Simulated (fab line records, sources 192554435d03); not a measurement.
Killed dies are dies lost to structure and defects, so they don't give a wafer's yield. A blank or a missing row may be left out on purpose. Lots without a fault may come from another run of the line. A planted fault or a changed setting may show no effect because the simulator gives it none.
Which tool did it? | flow n5_finfet | 9 lots, 25 wafers sampled, at 6 steps of a route of 1938

WHAT THE GAUGES READ, wafer by wafer
N5_FIN_SAQP_OCD_MEAS_76.
lot  | measured    | on     | trench_depth_nm (nm)
L709 | day 2 16:08 | ocd-01 | 121.0 117.5 119.5
L715 | day 4 02:26 | ocd-01 | 121.8 120.3
L722 | day 5 22:10 | ocd-02 | 0.5 0 0
L723 | day 6 03:13 | ocd-01 | 0.1 0 0
L724 | day 6 09:29 | ocd-02 | 0.4 0.1 0.3
L727 | day 7 04:04 | ocd-02 | 120.3 117.8
L728 | day 7 12:23 | ocd-01 | 120.4 118.3 119.9
L729 | day 7 17:14 | ocd-01 | 121.2 120.0 121.1
L730 | day 7 20:44 | ocd-02 | 121.2 119.7 119.2

N5_BEOL_M4_RC_MEAS_101.
lot  | measured     | on        | DIBL_N (mV/V)  | DIBL_P (mV/V)  | IOFF_N (nA/um)    | IOFF_P (nA/um) | ION_N (uA/um) | ION_P (uA/um) | SS_N (mV/dec)  | SS_P (mV/dec)  | VT_N (mV)   | VT_P (mV)
L709 | day 9 13:21  | prober-01 | 33.6 34.8 35.2 | 31.9 34.4 33.7 | 0.105 0.125 0.122 | 0.15 0.18 0.17 | 636 660 650   | 438 452 452   | 70.7 70.5 70.6 | 72.2 73.2 72.0 | 258 251 254 | -257.1 -251.7 -253.8
L715 | day 10 01:51 | prober-02 | 35.9 35.4      | 36.2 35.7      | 0.157 0.155       | 0.23 0.22      | 663 680       | 458 465       | 71.7 71.7      | 73.0 72.7      | 250 249     | -249.4 -250.6
L727 | day 13 17:23 | prober-02 | 35.5 40.2      | 34.2 40.5      | 0.119 0.222       | 0.18 0.30      | 662 692       | 458 475       | 70.5 72.3      | 72.3 73.4      | 253 247     | -251.4 -244.4
L728 | day 13 20:51 | prober-02 | 34.3 36.1 33.4 | 32.5 34.7 31.5 | 0.125 0.166 0.114 | 0.17 0.21 0.16 | 661 677 662   | 453 458 460   | 71.1 71.4 70.9 | 72.1 72.9 71.8 | 250 245 254 | -253.9 -248.5 -254.1
L729 | day 14 10:01 | prober-01 | 37.0 36.2 34.6 | 37.4 35.8 33.7 | 0.156 0.144 0.120 | 0.22 0.18 0.16 | 677 680 668   | 472 464 462   | 71.3 71.2 69.9 | 73.3 72.3 72.6 | 250 251 254 | -251.2 -253.6 -252.9
L730 | day 14 09:56 | prober-02 | 37.7 35.9 36.3 | 37.6 35.5 36.0 | 0.200 0.155 0.166 | 0.22 0.19 0.20 | 701 679 681   | 468 458 456   | 71.8 71.2 71.3 | 74.1 73.3 73.6 | 246 249 245 | -253.1 -251.3 -250.3

WHICH TOOL RAN EACH LOT (tool, then ch and the chambers of the sampled wafers, then the start)
lot  | N5_FIN_SAQP_ETCH_69               | N5_FIN_SAQP_SPACER2_ETCHBACK_29   | N5_FIN_SAQP_MANDREL2_REMOVE_60  | N5_FIN_SAQP_FIN_ETCH_36
L709 | rie_diel-01 ch 0,2, day 2 14:23   | rie_diel-06 ch 0,2, day 2 15:20   | rie_si-04 ch 0,1,2, day 2 15:25 | rie_si-05 ch 0,1,2, day 2 15:55
L715 | rie_diel-06 ch 0,1, day 4 00:54   | rie_diel-06 ch 0,1, day 4 01:41   | rie_si-03 ch 2, day 4 01:46     | rie_si-05 ch 1, day 4 02:13
L722 | rie_diel-06 ch 0,2, day 5 20:46   | rie_diel-06 ch 1,2, day 5 21:25   | rie_si-04 ch 0,1,3, day 5 21:31 | rie_si-03 ch 1,2,3, day 5 21:57
L723 | rie_diel-01 ch 0,2,3, day 6 01:48 | rie_diel-03 ch 1,3, day 6 02:26   | rie_si-03 ch 0,3, day 6 02:31   | rie_si-05 ch 1,3, day 6 02:59
L724 | rie_diel-06 ch 0,1, day 6 07:56   | rie_diel-06 ch 1,3, day 6 08:34   | rie_si-03 ch 1,2, day 6 08:39   | rie_si-05 ch 0,1,3, day 6 09:16
L727 | rie_diel-01 ch 3, day 7 02:29     | rie_diel-01 ch 1,3, day 7 03:19   | rie_si-03 ch 0,1, day 7 03:24   | rie_si-05 ch 1,2, day 7 03:51
L728 | rie_diel-01 ch 0,1,3, day 7 08:10 | rie_diel-06 ch 0,2,3, day 7 11:39 | rie_si-03 ch 2,3, day 7 11:42   | rie_si-05 ch 0,1,2, day 7 12:09
L729 | rie_diel-01 ch 0,2, day 7 15:47   | rie_diel-06 ch 0,2,3, day 7 16:27 | rie_si-04 ch 1,2, day 7 16:32   | rie_si-05 ch 1,3, day 7 17:01
L730 | rie_diel-01 ch 0,2,3, day 7 19:20 | rie_diel-03 ch 0,1, day 7 19:59   | rie_si-03 ch 0,1,3, day 7 20:04 | rie_si-05 ch 1,2, day 7 20:31
- N5_FIN_SAQP_ETCH_69: etches SOC in N2/H2, stops on SiNx, target depth 150 nm.
- N5_FIN_SAQP_SPACER2_ETCHBACK_29: etches SiO2 in CHF3/O2, target depth 12.2 nm, time 6.1 s.
- N5_FIN_SAQP_MANDREL2_REMOVE_60: chemistry HBr/Cl2/O2, target a-Si, stops on SiNx, bt time 10 s.
- N5_FIN_SAQP_FIN_ETCH_36: etches the open film in HBr/Cl2/O2, target depth 120 nm, time 50.4 s.

WHAT THE TOOLS THEMSELVES READ (means of the sampled wafers that have a number; where no wafer has one, the mark that the record gives instead)
N5_FIN_SAQP_ETCH_69.
lot  | tool        | bias_w (W) | chamber_pressure_mTorr (mTorr) | drypump_motor_current_A (A) | oes_product_au (a.u.) | rf_vpp_V (V) | showerhead_plenum_p_Torr (Torr) | throttle_valve_pct (%)
L709 | rie_diel-01 | 61.03      | 30.014                         | 5.5                         | 0.67                  | 240.8        | 2.50                            | 18.02
L715 | rie_diel-06 | 61.04      | 30.034                         | 5.8                         | 0.76                  | 240.0        | 2.48                            | 17.61
L722 | rie_diel-06 | 60.99      | 30.008                         | 5.2                         | 0.88                  | 241.0        | 2.55                            | 17.79
L723 | rie_diel-01 | 61.03      | 30.022                         | 5.6                         | 0.82                  | 239.9        | 2.49                            | 17.71
L724 | rie_diel-06 | 60.92      | 30.019                         | 5.8                         | 0.76                  | 239.9        | 2.47                            | 17.57
L727 | rie_diel-01 | 61.17      | 30.020                         | 6.1                         | 0.83                  | 240.8        | 2.47                            | 17.38
L728 | rie_diel-01 | 61.06      | 29.992                         | 5.8                         | 0.73                  | 239.5        | 2.49                            | 17.81
L729 | rie_diel-01 | 61.08      | 30.032                         | 5.5                         | 0.81                  | 240.3        | 2.48                            | 17.83
L730 | rie_diel-01 | 60.93      | 30.008                         | 5.6                         | 0.80                  | 240.2        | 2.48                            | 17.75

N5_FIN_SAQP_SPACER2_ETCHBACK_29.
lot  | tool        | drypump_motor_current_A (A) | mfc_ar_sccm (sccm) | oes_ar_750_au (a.u.) | oes_product_au (a.u.) | rf_vpp_V (V) | showerhead_plenum_p_Torr (Torr) | throttle_valve_pct (%)
L709 | rie_diel-06 | 5.4                         | 200.3              | 0.90                 | 0.91                  | 528          | 2.39                            | 18.71
L715 | rie_diel-06 | 5.8                         | 200.7              | 0.77                 | 0.76                  | 526          | 2.37                            | 18.80
L722 | rie_diel-06 | 5.2                         | 199.9              | 0.85                 | 0.86                  | 539          | 2.43                            | 18.98
L723 | rie_diel-03 | 5.9                         | 200.0              | 0.94                 | 0.93                  | 519          | 2.45                            | 18.54
L724 | rie_diel-06 | 5.9                         | 200.2              | 0.69                 | 0.69                  | 526          | 2.39                            | 19.16
L727 | rie_diel-01 | 6.2                         | 200.1              | 0.77                 | 0.76                  | 514          | 2.36                            | 18.77
L728 | rie_diel-06 | 5.5                         | 200.2              | 0.80                 | 0.79                  | 528          | 2.39                            | 18.96
L729 | rie_diel-06 | 5.5                         | 199.8              | 0.79                 | 0.80                  | 528          | 2.39                            | 18.97
L730 | rie_diel-03 | 5.4                         | 200.0              | 0.79                 | 0.79                  | 530          | 2.35                            | 18.72

N5_FIN_SAQP_MANDREL2_REMOVE_60.
lot  | tool      | drypump_motor_current_A (A) | mfc_cl2_sccm (sccm) | oes_product_au (a.u.) | throttle_valve_pct (%)
L709 | rie_si-04 | 5.1                         | 80.04               | 1.005                 | 36.8
L715 | rie_si-03 | 5.5                         | 79.81               | 0.994                 | 37.2
L722 | rie_si-04 | 5.1                         | 80.14               | 1.007                 | 36.6
L723 | rie_si-03 | 5.7                         | 80.28               | 0.978                 | 36.6
L724 | rie_si-03 | 5.7                         | 80.15               | 1.004                 | 37.2
L727 | rie_si-03 | 5.8                         | 80.19               | 0.997                 | 36.8
L728 | rie_si-03 | 5.6                         | 80.04               | 0.998                 | 37.2
L729 | rie_si-04 | 5.1                         | 79.98               | 1.017                 | 37.0
L730 | rie_si-03 | 5.8                         | 79.99               | 1.001                 | 37.0

N5_FIN_SAQP_FIN_ETCH_36.
lot  | tool      | HBr_flow_sccm (sccm) | O2_flow_sccm (sccm) | drypump_motor_current_A (A) | mfc_cl2_sccm (sccm) | oes_product_au (a.u.) | throttle_valve_pct (%)
L709 | rie_si-05 | 149.9                | 11.99               | 6.1                         | 80.19               | 1.003                 | 36.1
L715 | rie_si-05 | 150.4                | 11.96               | 5.8                         | 80.02               | 1.015                 | 36.1
L722 | rie_si-03 | -                    | -                   | -                           | -                   | -                     | -
L723 | rie_si-05 | -                    | -                   | -                           | -                   | -                     | -
L724 | rie_si-05 | -                    | -                   | -                           | -                   | -                     | -
L727 | rie_si-05 | 149.4                | 12.04               | 6.2                         | 80.00               | 0.993                 | 36.4
L728 | rie_si-05 | 150.5                | 12.02               | 6.1                         | 79.99               | 1.004                 | 36.1
L729 | rie_si-05 | 150.5                | 12.03               | 5.5                         | 79.98               | 0.986                 | 36.6
L730 | rie_si-05 | 150.3                | 12.00               | 6.3                         | 79.99               | 1.009                 | 36.4

THE ANSWER, worked out from the rows above alone
Rule: what is usual is taken from the lots themselves. Put in order of their means at a reading, lots are off if they are a third of the lots or fewer, leave a main group of 4 or more, and stand apart from it by a gap of 3 or more times the standard deviation of the main group's means; of several such gaps the widest counts. A main group whose means are all the same, to the digits that the tables above print for the reading, isn't used. A lot without any number at a reading at which 4 lots or more have one is off too. The other lots that the step has rows for count as sound. The gauges are gone through in route order, then the tools' own readings, and for those a lot's mean is taken as printed above. The first step at which some lot is off is used, and at that step the reading that is off furthest; a lot without a number counts as furthest.
Off: L722, L723, L724, at N5_FIN_SAQP_OCD_MEAS_76 (trench_depth_nm). The main group: mean 120.0 nm, standard deviation 0.74.
A tool fits if, at a process step before that reading, it ran every lot that is off, and no sound lot after the first of them. The gauges at N5_FIN_SAQP_OCD_MEAS_76 aren't tried: what is off there is off at N5_FIN_SAQP_FIN_ETCH_36 too, on other tools, and a gauge's error can't cause that. None of those tried fits.

WHAT THE SIMULATOR HAD PUT IN
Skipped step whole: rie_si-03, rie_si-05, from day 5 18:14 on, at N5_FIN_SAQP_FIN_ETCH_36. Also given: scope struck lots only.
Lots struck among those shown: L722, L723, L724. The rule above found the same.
